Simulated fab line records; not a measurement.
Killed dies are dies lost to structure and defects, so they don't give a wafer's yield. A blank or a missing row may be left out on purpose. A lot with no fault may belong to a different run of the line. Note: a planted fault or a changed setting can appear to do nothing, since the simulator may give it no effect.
Which of the tools did it? | flow n5Finfet | 36 wafers from 12 lots sampled at 2 of the route's 1938 steps

WHAT THE GAUGES SHOWED, per wafer
N5_BEOL_M6_INSPECT_58: inspects for defects (darkfield).
lot  | measured     | on               | rawDefectCount
L075 | day 9 12:24  | defectInspect-01 | 89 81 63
L077 | day 10 02:03 | defectInspect-02 | 68 57 68
L081 | day 10 18:38 | defectInspect-02 | 82 62 58
L079 | day 10 21:22 | defectInspect-01 | 45 42 74
L082 | day 11 13:01 | defectInspect-01 | 61 40 120
L086 | day 12 03:23 | defectInspect-01 | 67 62 57
L087 | day 12 17:12 | defectInspect-02 | 88 77 41
L089 | day 13 00:24 | defectInspect-01 | 75 74 125
L091 | day 13 19:19 | defectInspect-01 | 138 115 114
L092 | day 14 03:29 | defectInspect-01 | 79 95 67
L094 | day 14 22:16 | defectInspect-01 | 68 71 60
L096 | day 15 09:37 | defectInspect-02 | 84 115 107

WHICH TOOL RAN EACH LOT (tool, then ch and the chambers of the sampled wafers, then the start)
lot  | N5_BEOL_M6_CMP_52
L075 | cmp-03 ch 0,1, day 9 11:55
L077 | cmp-03 ch 0,1,3, day 10 01:38
L081 | cmp-02 ch 0,1, day 10 18:14
L079 | cmp-02 ch 0,1,2, day 10 20:57
L082 | cmp-02 ch 0,1, day 11 12:33
L086 | cmp-03 ch 0,2, day 12 02:56
L087 | cmp-02 ch 1,2, day 12 16:45
L089 | cmp-03 ch 0,1,3, day 12 23:57
L091 | cmp-02 ch 1,2, day 13 18:52
L092 | cmp-02 ch 0,1,2, day 14 03:02
L094 | cmp-02 ch 1,2,3, day 14 21:54
L096 | cmp-02 ch 1,2, day 15 09:10
- N5_BEOL_M6_CMP_52: polishes, stops on SiCOH lowk, t overpolish 6.9 s, target thk 80 nm.

THE ANSWER, worked out from the rows above alone
Rule: what is usual is taken from the lots themselves. Put in order of their means at a reading, lots are off if they are a third of the lots or fewer, leave a main group of 4 or more, and stand apart from it by a gap of 3 or more times the standard deviation of the main group's means; of several such gaps the widest counts. If all means in a main group match to the digits the tables above print for the reading, that group is not used. A lot without any number at a reading at which 4 lots or more have one is off too. Where the step has rows for the other lots, those lots are counted as sound.
Across all readings shown, no lot is off: no conclusion can be drawn from this.

WHAT THE SIMULATOR HAD INSERTED
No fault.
